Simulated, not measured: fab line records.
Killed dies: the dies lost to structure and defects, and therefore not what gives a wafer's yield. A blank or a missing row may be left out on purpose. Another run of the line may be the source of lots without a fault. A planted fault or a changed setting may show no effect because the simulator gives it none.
Matching of chambers + flow nandHarc + 4 sister chambers for NHARC_P_CONTACT_CMP_24 on cmp-04
The step polishes, t overpolish 30 s, target thk 200 nm. 8 wafers are shown with their chamber, then 9 later ones without.

## WAFERS, EACH WITH ITS CHAMBER
| wafer  | chamber | motorCurrentA (A) | slurryFilterDpKPa (kPa) |
|--------|---------|-------------------|-------------------------|
| L079.4 | 1       | 12.1              | 13.60                   |
| L080.4 | 3       | 10.6              | 13.52                   |
| L086.1 | 2       | 11.6              | 13.75                   |
| L086.4 | 0       | 12.4              | 13.43                   |
| L086.5 | 1       | 11.1              | 13.37                   |
| L087.2 | 0       | 12.7              | 13.70                   |
| L087.3 | 3       | 10.9              | 13.46                   |
| L087.5 | 2       | 11.4              | 13.57                   |

## WAFERS WITHOUT THEIR CHAMBER
| wafer  | motorCurrentA (A) | slurryFilterDpKPa (kPa) |
|--------|-------------------|-------------------------|
| L090.2 | 11.8              | 13.56                   |
| L090.4 | 11.6              | 13.53                   |
| L090.5 | 13.1              | 13.42                   |
| L093.2 | 11.5              | 13.78                   |
| L093.4 | 13.0              | 13.47                   |
| L093.6 | 12.3              | 13.62                   |
| L095.2 | 10.6              | 13.58                   |
| L095.4 | 11.8              | 13.60                   |
| L095.6 | 10.9              | 13.54                   |

## WHICH CHAMBER EACH WENT THROUGH
| wafer  | from the rows above               | in truth |
|--------|-----------------------------------|----------|
| L090.2 | can't be placed: 1 or 2 or 0 or 3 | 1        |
| L090.4 | can't be placed: 1 or 2 or 3      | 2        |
| L090.5 | 0                                 | 0        |
| L093.2 | can't be placed: 2 or 1 or 3      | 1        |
| L093.4 | 0                                 | 0        |
| L093.6 | can't be placed: 0 or 1 or 2      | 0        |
| L095.2 | can't be placed: 3 or 2 or 1      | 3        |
| L095.4 | can't be placed: 2 or 1 or 0 or 3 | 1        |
| L095.6 | can't be placed: 3 or 2 or 1      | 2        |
2 of 9 placed correctly. These rows do not allow placing 7 (true chamber among the candidates in 7). Number placed wrongly: 0.
How it was worked out, from the rows above alone: a wafer's distance from a chamber is the root of the sum, over the readings, of the square of ((its reading less the chamber's mean) divided by the reading's scatter). If the next closest chamber is less than 2 further off than the closest, the wafer can't be placed; otherwise it belongs to the closest. A chamber's mean is the mean of its shown wafers. The scatter: take each reading less its chamber's mean, square it, sum over the shown wafers, divide by the number of wafers less the number of chambers, and take the root.
